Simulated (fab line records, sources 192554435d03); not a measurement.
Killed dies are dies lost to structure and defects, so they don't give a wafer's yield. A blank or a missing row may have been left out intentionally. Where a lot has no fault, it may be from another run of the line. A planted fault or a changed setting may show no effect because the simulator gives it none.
Split-lot trial || flow n5 finfet || 21 wafers read across 7 lots, on a route 1938 steps long

THE SPLIT ITSELF
At N5_SD_EPI_N_ETCH_45 (etches SiOCN in CH3F/O2, target depth 6 nm), the setting target depth a was moved away from the recipe's 60 angstrom on 7 of the 21 wafers read, by -11.8% to +7.5%. For the rest of the wafers, this setting stayed at what the recipe calls for.

The split's own step is where the reading is taken.

THE READING
etch.depth nm (the simulator's own value, which no gauge read), in nm, at N5_SD_EPI_N_ETCH_45 (etches SiOCN in CH3F/O2, target depth 6 nm). The file does not state a usual value for it. Across the 14 wafers here that went through the recipe, the average is 5.998 nm and the standard deviation 0.07 nm.

{"wafer": "L078.1", "tool, chamber at the split": "rie diel-05, 1", "target depth a as run, angstrom": 64.51, "against the recipe": "+7.5%", "etch.depth nm, nm": 6.61, "against lot-mates on the recipe": "+0.509"}
{"wafer": "L078.2", "tool, chamber at the split": "rie diel-05, 2", "target depth a as run, angstrom": 64.51, "against the recipe": "+7.5%", "etch.depth nm, nm": 6.48, "against lot-mates on the recipe": "+0.379"}
{"wafer": "L078.6", "tool, chamber at the split": "rie diel-05, 1", "target depth a as run, angstrom": 60, "against the recipe": "recipe", "etch.depth nm, nm": 6.101, "against lot-mates on the recipe": "-"}
{"wafer": "L080.1", "tool, chamber at the split": "rie diel-05, 1", "target depth a as run, angstrom": 60, "against the recipe": "recipe", "etch.depth nm, nm": 6.074, "against lot-mates on the recipe": "-"}
{"wafer": "L080.2", "tool, chamber at the split": "rie diel-05, 2", "target depth a as run, angstrom": 63.05, "against the recipe": "+5.1%", "etch.depth nm, nm": 6.326, "against lot-mates on the recipe": "+0.252"}
{"wafer": "L080.6", "tool, chamber at the split": "rie diel-05, 0", "target depth a as run, angstrom": 63.05, "against the recipe": "+5.1%", "etch.depth nm, nm": 6.486, "against lot-mates on the recipe": "+0.412"}
{"wafer": "L092.1", "tool, chamber at the split": "rie diel-05, 1", "target depth a as run, angstrom": 60, "against the recipe": "recipe", "etch.depth nm, nm": 6.004, "against lot-mates on the recipe": "-"}
{"wafer": "L092.3", "tool, chamber at the split": "rie diel-05, 2", "target depth a as run, angstrom": 60, "against the recipe": "recipe", "etch.depth nm, nm": 5.946, "against lot-mates on the recipe": "-"}
{"wafer": "L092.4", "tool, chamber at the split": "rie diel-05, 0", "target depth a as run, angstrom": 60, "against the recipe": "recipe", "etch.depth nm, nm": 6.143, "against lot-mates on the recipe": "-"}
{"wafer": "L093.2", "tool, chamber at the split": "rie diel-06, 3", "target depth a as run, angstrom": 60, "against the recipe": "recipe", "etch.depth nm, nm": 6.007, "against lot-mates on the recipe": "-"}
{"wafer": "L093.5", "tool, chamber at the split": "rie diel-06, 2", "target depth a as run, angstrom": 60, "against the recipe": "recipe", "etch.depth nm, nm": 5.911, "against lot-mates on the recipe": "-"}
{"wafer": "L093.6", "tool, chamber at the split": "rie diel-06, 1", "target depth a as run, angstrom": 60, "against the recipe": "recipe", "etch.depth nm, nm": 6.01, "against lot-mates on the recipe": "-"}
{"wafer": "L094.3", "tool, chamber at the split": "rie diel-06, 0", "target depth a as run, angstrom": 62.41, "against the recipe": "+4.0%", "etch.depth nm, nm": 6.1, "against lot-mates on the recipe": "+0.090"}
{"wafer": "L094.4", "tool, chamber at the split": "rie diel-06, 3", "target depth a as run, angstrom": 60, "against the recipe": "recipe", "etch.depth nm, nm": 6.046, "against lot-mates on the recipe": "-"}
{"wafer": "L094.5", "tool, chamber at the split": "rie diel-06, 1", "target depth a as run, angstrom": 60, "against the recipe": "recipe", "etch.depth nm, nm": 5.973, "against lot-mates on the recipe": "-"}
{"wafer": "L096.1", "tool, chamber at the split": "rie diel-02, 1", "target depth a as run, angstrom": 60, "against the recipe": "recipe", "etch.depth nm, nm": 5.95, "against lot-mates on the recipe": "-"}
{"wafer": "L096.5", "tool, chamber at the split": "rie diel-02, 1", "target depth a as run, angstrom": 60, "against the recipe": "recipe", "etch.depth nm, nm": 5.969, "against lot-mates on the recipe": "-"}
{"wafer": "L096.6", "tool, chamber at the split": "rie diel-02, 2", "target depth a as run, angstrom": 60, "against the recipe": "recipe", "etch.depth nm, nm": 5.893, "against lot-mates on the recipe": "-"}
{"wafer": "L097.2", "tool, chamber at the split": "rie diel-05, 0", "target depth a as run, angstrom": 52.9, "against the recipe": "-11.8%", "etch.depth nm, nm": 5.388, "against lot-mates on the recipe": -0.552}
{"wafer": "L097.4", "tool, chamber at the split": "rie diel-05, 2", "target depth a as run, angstrom": 52.9, "against the recipe": "-11.8%", "etch.depth nm, nm": 5.228, "against lot-mates on the recipe": -0.712}
{"wafer": "L097.5", "tool, chamber at the split": "rie diel-05, 2", "target depth a as run, angstrom": 60, "against the recipe": "recipe", "etch.depth nm, nm": 5.94, "against lot-mates on the recipe": "-"}

THE FIT
A straight line over all 21 wafers: etch.depth nm changes by +0.063 nm for each +1% of target depth a; r = +0.96; the points scatter about the line by 0.09 nm.
The same after taking each lot's own level away (the mean of its wafers on the recipe; 21 wafers): +0.055 nm for each +1%; r = +0.97; scatter 0.069 nm.
On that fit, the largest move of target depth a shifts the reading by 0.65 nm.
The lots' own levels span 5.9373 to 6.1010 nm, that is 2.3 times the standard deviation above.
So the slope is not independent of the lot-to-lot level: the two fits are not the same.
Check: -0.703 nm against its lot-mates is what the line predicts for one of the wafers moved furthest among these (-11.8%) when that wafer is left out of the fit. Against them it came out at -0.552 nm.

THE OTHER SPLITS THESE WAFERS WENT THROUGH
Note: prior to the reading, these wafers also went through further splits. Each is held against what the fit with the lots' levels taken away leaves over:
{"other split on the same wafers": "N5_WELL_APT_PEB_06 peb time s", "wafers away from the commonest value": 4, "r with etch.depth nm (lot level and that fit taken away)": -0.08}
{"other split on the same wafers": "N5_WELL_APT_DEVELOP_07 develop time s", "wafers away from the commonest value": 4, "r with etch.depth nm (lot level and that fit taken away)": -0.16}
{"other split on the same wafers": "N5_WELL_APT_PEB_23 peb temp c", "wafers away from the commonest value": 7, "r with etch.depth nm (lot level and that fit taken away)": "+0.20"}
{"other split on the same wafers": "N5_WELL_APT_DEVELOP_24 develop time s", "wafers away from the commonest value": 8, "r with etch.depth nm (lot level and that fit taken away)": "+0.34"}
{"other split on the same wafers": "N5_FIN_SAQP_SPACER1_ALD_24 ald cycles", "wafers away from the commonest value": 3, "r with etch.depth nm (lot level and that fit taken away)": -0.22}
{"other split on the same wafers": "N5_FIN_CUT_CUT_ETCH_26 source w", "wafers away from the commonest value": 6, "r with etch.depth nm (lot level and that fit taken away)": "+0.03"}
{"other split on the same wafers": "N5_SD_EPI_N_EXPOSE_06 dose mj", "wafers away from the commonest value": 10, "r with etch.depth nm (lot level and that fit taken away)": -0.07}

THE FILE'S OWN FIT
etch.depth nm changes by +0.0539 nm for each +1% of target depth a, r = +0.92.
